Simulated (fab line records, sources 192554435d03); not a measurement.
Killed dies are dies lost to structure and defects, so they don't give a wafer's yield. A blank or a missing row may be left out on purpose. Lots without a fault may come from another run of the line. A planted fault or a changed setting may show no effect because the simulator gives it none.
Which tool did it? | flow n5_finfet | 9 lots, 27 wafers sampled, at 5 steps of a route of 1938

WHAT THE GAUGES READ, wafer by wafer
N5_BEOL_M1_CD_MEAS_18: pitch 36 nm, target cd 18 nm. Usual: cd_nm 17.8 nm, standard deviation 0.37.
lot  | measured     | on        | cd_nm (nm)     | flag
L222 | day 6 10:46  | cd_sem-01 | 17.4 17.5 17.9 |
L227 | day 7 21:38  | cd_sem-02 | 17.3 18.2 17.9 |
L231 | day 8 20:33  | cd_sem-03 | 18.3 17.5 17.2 |
L232 | day 9 08:33  | cd_sem-02 | 17.8 17.7 18.0 |
L234 | day 9 11:14  | cd_sem-03 | 18.1 18.5 17.9 |
L235 | day 9 22:49  | cd_sem-03 | 17.6 17.8 17.7 |
L236 | day 9 22:58  | cd_sem-01 | 17.7 17.6 17.4 |
L237 | day 10 03:27 | cd_sem-02 | 17.7 17.6 18.2 |
L243 | day 11 23:11 | cd_sem-03 | 17.5 17.2 18.5 |

N5_BEOL_M4_RC_MEAS_101. Usual: DIBL_N 36.0 mV/V, standard deviation 2.2; DIBL_P 35.9 mV/V, standard deviation 2.6; IOFF_N 0.16 nA/um, standard deviation 0.038; IOFF_P 0.21 nA/um, standard deviation 0.042; ION_N 675 uA/um, standard deviation 15; ION_P 463 uA/um, standard deviation 10; SS_N 71.5 mV/dec, standard deviation 0.62; SS_P 73.2 mV/dec, standard deviation 0.76; VT_N 250 mV, standard deviation 4.1; VT_P -251 mV, standard deviation 3.6.
lot  | measured     | on        | DIBL_N (mV/V)  | DIBL_P (mV/V)  | IOFF_N (nA/um) | IOFF_P (nA/um) | ION_N (uA/um) | ION_P (uA/um) | SS_N (mV/dec)  | SS_P (mV/dec)  | VT_N (mV)   | VT_P (mV)      | flag
L222 | day 8 00:55  | prober-02 | 36.3 35.1 32.8 | 37.2 36.8 34.1 | 0.17 0.15 0.12 | 0.21 0.19 0.16 | 675 662 672   | 458 454 463   | 72.3 71.6 70.7 | 73.5 73.3 72.1 | 249 251 253 | -252 -252 -255 |
L227 | day 9 22:17  | prober-01 | 36.5 34.2 35.0 | 35.6 34.0 34.3 | 0.15 0.13 0.13 | 0.20 0.19 0.19 | 672 682 673   | 462 473 465   | 71.5 70.9 70.7 | 73.3 72.4 72.6 | 249 253 251 | -249 -250 -249 |
L231 | day 10 14:30 | prober-01 | 38.5 32.9 37.7 | 36.9 30.5 36.0 | 0.16 0.09 0.16 | 0.26 0.17 0.25 | 684 639 674   | 475 447 474   | 71.2 70.3 71.4 | 73.7 72.9 73.6 | 248 257 248 | -247 -250 -245 |
L232 | day 11 07:26 | prober-01 | 35.2 34.9 35.5 | 36.6 34.8 36.6 | 0.15 0.14 0.15 | 0.20 0.18 0.20 | 673 681 666   | 460 466 456   | 71.2 71.4 71.6 | 72.6 72.5 73.4 | 249 250 246 | -249 -250 -254 |
L234 | day 11 07:28 | prober-02 | 36.8 37.0 36.8 | 35.6 36.6 36.4 | 0.16 0.16 0.16 | 0.23 0.25 0.24 | 677 671 685   | 467 471 473   | 70.6 71.9 71.2 | 73.3 73.8 72.4 | 249 247 250 | -247 -248 -253 |
L235 | day 12 00:31 | prober-01 | 35.9 34.5 33.3 | 34.9 34.9 32.4 | 0.14 0.14 0.10 | 0.17 0.17 0.15 | 670 656 632   | 458 452 438   | 71.9 71.3 71.4 | 73.3 74.0 73.3 | 253 248 254 | -257 -256 -259 |
L236 | day 11 22:24 | prober-01 | 36.0 37.0 34.2 | 37.5 38.6 34.9 | 0.18 0.19 0.15 | 0.24 0.25 0.19 | 687 691 694   | 470 475 480   | 71.2 71.3 71.1 | 73.3 73.8 72.6 | 246 246 249 | -246 -247 -250 |
L237 | day 12 02:56 | prober-02 | 37.0 37.4 36.6 | 38.5 38.1 36.9 | 0.17 0.20 0.17 | 0.24 0.23 0.22 | 661 697 686   | 456 478 464   | 72.0 71.2 70.7 | 73.5 73.8 72.4 | 246 243 248 | -249 -251 -250 |
L243 | day 13 18:21 | prober-02 | 36.0 35.7 35.6 | 37.0 36.7 37.8 | 0.18 0.18 0.19 | 0.25 0.25 0.28 | 684 693 700   | 464 475 491   | 71.0 71.2 71.5 | 73.4 73.6 74.2 | 245 244 245 | -248 -245 -245 |

WHICH TOOL RAN EACH LOT (tool, then ch and the chambers of the sampled wafers, then the start)
lot  | N5_BEOL_M1_ETCH_74                 | N5_BEOL_M1_ETCH_69                | N5_BEOL_M1_ETCH_41
L222 | rie_diel-05 ch 0,1, day 6 10:22    | rie_diel-05 ch 0,2, day 6 11:30   | rie_diel-03 ch 1,2,3, day 8 00:55 or earlier
L227 | rie_diel-02 ch 1,3, day 7 21:09    | rie_diel-03 ch 0,1,2, day 7 22:08 | rie_diel-03 ch 0,1,3, day 9 22:17 or earlier
L231 | rie_diel-02 ch 0,1,2, day 8 20:10  | rie_diel-03 ch 0,1,2, day 8 21:02 | rie_diel-02 ch 0,1,2, day 10 14:30 or earlier
L232 | rie_diel-02 ch 2,3, day 9 08:09    | rie_diel-03 ch 1,3, day 9 09:12   | rie_diel-03 ch 0,1,3, day 11 07:26 or earlier
L234 | rie_diel-02 ch 0,1,3, day 9 10:50  | rie_diel-03 ch 0,1,3, day 9 11:43 | rie_diel-02 ch 0,2,3, day 11 07:28 or earlier
L235 | rie_diel-03 ch 0,1,2, day 9 22:20  | rie_diel-03 ch 0,3, day 9 23:19   | rie_diel-03 ch 1,2, day 12 00:31 or earlier
L236 | rie_diel-05 ch 0,1,2, day 9 22:33  | rie_diel-02 ch 0,2,3, day 9 23:37 | rie_diel-05 ch 2,3, day 11 22:24 or earlier
L237 | rie_diel-02 ch 0,1, day 10 03:04   | rie_diel-05 ch 1,3, day 10 04:04  | rie_diel-03 ch 0,1,3, day 12 02:56 or earlier
L243 | rie_diel-05 ch 0,1,3, day 11 22:47 | rie_diel-05 ch 2,3, day 11 23:42  | rie_diel-03 ch 0,1,3, day 13 18:21 or earlier
- N5_BEOL_M1_ETCH_74: etches underlayer in N2/H2, target depth 6.5 nm, time 5.2 s.
- N5_BEOL_M1_ETCH_69: etches SiARC in CF4, target depth 15.6 nm, time 26 s.
- N5_BEOL_M1_ETCH_41: etches SiCN in CH3F/O2, target depth 31.9 nm, time 57.8 s.

WHAT THE TOOLS THEMSELVES READ (means of the sampled wafers that have a number; where no wafer has one, the mark that the record gives instead)
N5_BEOL_M1_ETCH_74. Usual: drypump_motor_current_A 5.8 A, standard deviation 0.47; etch_rf_on_time_s 5.15 s, standard deviation 0.14; oes_product_au 0.67 a.u., standard deviation 0.059; rf_vpp_V 523.6 V, standard deviation 2; showerhead_plenum_p_Torr 2.54 Torr, standard deviation 0.053; throttle_valve_pct 17.80 %, standard deviation 0.25.
lot  | tool        | drypump_motor_current_A (A) | etch_rf_on_time_s (s) | oes_product_au (a.u.) | rf_vpp_V (V) | showerhead_plenum_p_Torr (Torr) | throttle_valve_pct (%) | flag
L222 | rie_diel-05 | 5.7                         | 5.13                  | 0.64                  | 525.6        | 2.59                            | 17.68                  |
L227 | rie_diel-02 | 5.5                         | 5.17                  | 0.66                  | 523.5        | 2.53                            | 18.11                  |
L231 | rie_diel-02 | 5.9                         | 5.11                  | 0.69                  | 521.7        | 2.49                            | 17.73                  |
L232 | rie_diel-02 | 5.7                         | 5.24                  | 0.63                  | 524.2        | 2.55                            | 18.14                  |
L234 | rie_diel-02 | 5.5                         | 5.10                  | 0.69                  | 523.2        | 2.50                            | 17.86                  |
L235 | rie_diel-03 | 5.3                         | 5.11                  | 0.69                  | 523.8        | 2.56                            | 17.80                  |
L236 | rie_diel-05 | 5.8                         | 5.25                  | 0.63                  | 526.0        | 2.55                            | 17.70                  |
L237 | rie_diel-02 | 5.6                         | 4.99                  | 0.71                  | 519.6        | 2.47                            | 17.71                  |
L243 | rie_diel-05 | 6.0                         | 5.25                  | 0.63                  | 523.1        | 2.53                            | 17.96                  |

N5_BEOL_M1_ETCH_69. Usual: drypump_motor_current_A 5.8 A, standard deviation 0.52; etch_rf_on_time_s 25.7 s, standard deviation 0.6; oes_product_au 0.68 a.u., standard deviation 0.059; rf_vpp_V 184.0 V, standard deviation 0.88; showerhead_plenum_p_Torr 2.15 Torr, standard deviation 0.045; throttle_valve_pct 15.53 %, standard deviation 0.18.
lot  | tool        | drypump_motor_current_A (A) | etch_rf_on_time_s (s) | oes_product_au (a.u.) | rf_vpp_V (V) | showerhead_plenum_p_Torr (Torr) | throttle_valve_pct (%) | flag
L222 | rie_diel-05 | 5.8                         | 26.2                  | 0.65                  | 184.5        | 2.14                            | 15.58                  |
L227 | rie_diel-03 | 5.3                         | 25.9                  | 0.70                  | 184.7        | 2.16                            | 15.53                  |
L231 | rie_diel-03 | 5.3                         | 25.5                  | 0.70                  | 184.2        | 2.16                            | 15.55                  |
L232 | rie_diel-03 | 6.0                         | 18.2                  | 0.90                  | 185.0        | 2.17                            | 15.42                  | OFF
L234 | rie_diel-03 | 5.6                         | 21.8                  | 0.82                  | 183.1        | 2.14                            | 15.44                  | OFF
L235 | rie_diel-03 | 6.2                         | 18.2                  | 0.89                  | 183.2        | 2.13                            | 15.45                  | OFF
L236 | rie_diel-02 | 5.7                         | 26.0                  | 0.66                  | 183.7        | 2.10                            | 15.52                  |
L237 | rie_diel-05 | 6.2                         | 25.8                  | 0.67                  | 183.4        | 2.13                            | 15.71                  |
L243 | rie_diel-05 | 6.0                         | 25.7                  | 0.68                  | 183.9        | 2.13                            | 15.60                  |

N5_BEOL_M1_ETCH_41. Usual: drypump_motor_current_A 5.7 A, standard deviation 0.54; oes_product_au 0.79 a.u., standard deviation 0.073; rf_vpp_V 297.3 V, standard deviation 1.4; showerhead_plenum_p_Torr 1.99 Torr, standard deviation 0.04; throttle_valve_pct 16.24 %, standard deviation 0.2.
lot  | tool        | drypump_motor_current_A (A) | oes_product_au (a.u.) | rf_vpp_V (V) | showerhead_plenum_p_Torr (Torr) | throttle_valve_pct (%) | flag
L222 | rie_diel-03 | 5.7                         | 0.83                  | 298.8        | 2.04                            | 16.13                  |
L227 | rie_diel-03 | 5.6                         | 0.87                  | 297.5        | 2.00                            | 16.10                  |
L231 | rie_diel-02 | 5.8                         | 0.80                  | 297.2        | 1.97                            | 16.18                  |
L232 | rie_diel-03 | 5.6                         | 0.84                  | 297.8        | 1.99                            | 16.12                  |
L234 | rie_diel-02 | 5.8                         | 0.78                  | 296.9        | 1.97                            | 16.26                  |
L235 | rie_diel-03 | 5.4                         | 0.76                  | 297.9        | 2.05                            | 16.31                  |
L236 | rie_diel-05 | 6.0                         | 0.81                  | 296.7        | 1.99                            | 16.24                  |
L237 | rie_diel-03 | 5.6                         | 0.84                  | 297.3        | 1.99                            | 16.12                  |
L243 | rie_diel-03 | 5.6                         | 0.83                  | 297.6        | 1.99                            | 16.15                  |

THE ANSWER, worked out from the rows above alone
Rule: a lot is off if the mean of its wafers that have a number lies more than 3 standard deviations from the usual mean. A lot without any number at a reading at which 4 lots or more have one is off too. The other lots that the step has rows for count as sound. The gauges are gone through in route order, then the tools' own readings, and for those a lot's mean is taken as printed above. The first step at which some lot is off is used, and at that step the reading that is off furthest; a lot without a number counts as furthest.
Off: L232, L234, L235, at N5_BEOL_M1_ETCH_69 (etch_rf_on_time_s).
A tool fits if, at that step or a process step before it, it ran every lot that is off, and no sound lot after the first of them. One fits: rie_diel-03 at N5_BEOL_M1_ETCH_69. Its last sound lot is L231 (day 8 21:02), its first lot that is off L232 (day 9 09:12): a fault that began between those two fits.
The tool's own readings at N5_BEOL_M1_ETCH_69 bear it out: on the lots that are off they differ by more than 5 times the standard deviation of the sound lots' means. etch_rf_on_time_s reads 19.4 s there against 25.9 s on the sound lots; oes_product_au reads 0.87 a.u. there against 0.68 a.u. on the sound lots.

WHAT THE SIMULATOR HAD PUT IN
Process parameter drift: rie_diel-03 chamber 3, from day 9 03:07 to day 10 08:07, at N5_BEOL_M1_ETCH_69. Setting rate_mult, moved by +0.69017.
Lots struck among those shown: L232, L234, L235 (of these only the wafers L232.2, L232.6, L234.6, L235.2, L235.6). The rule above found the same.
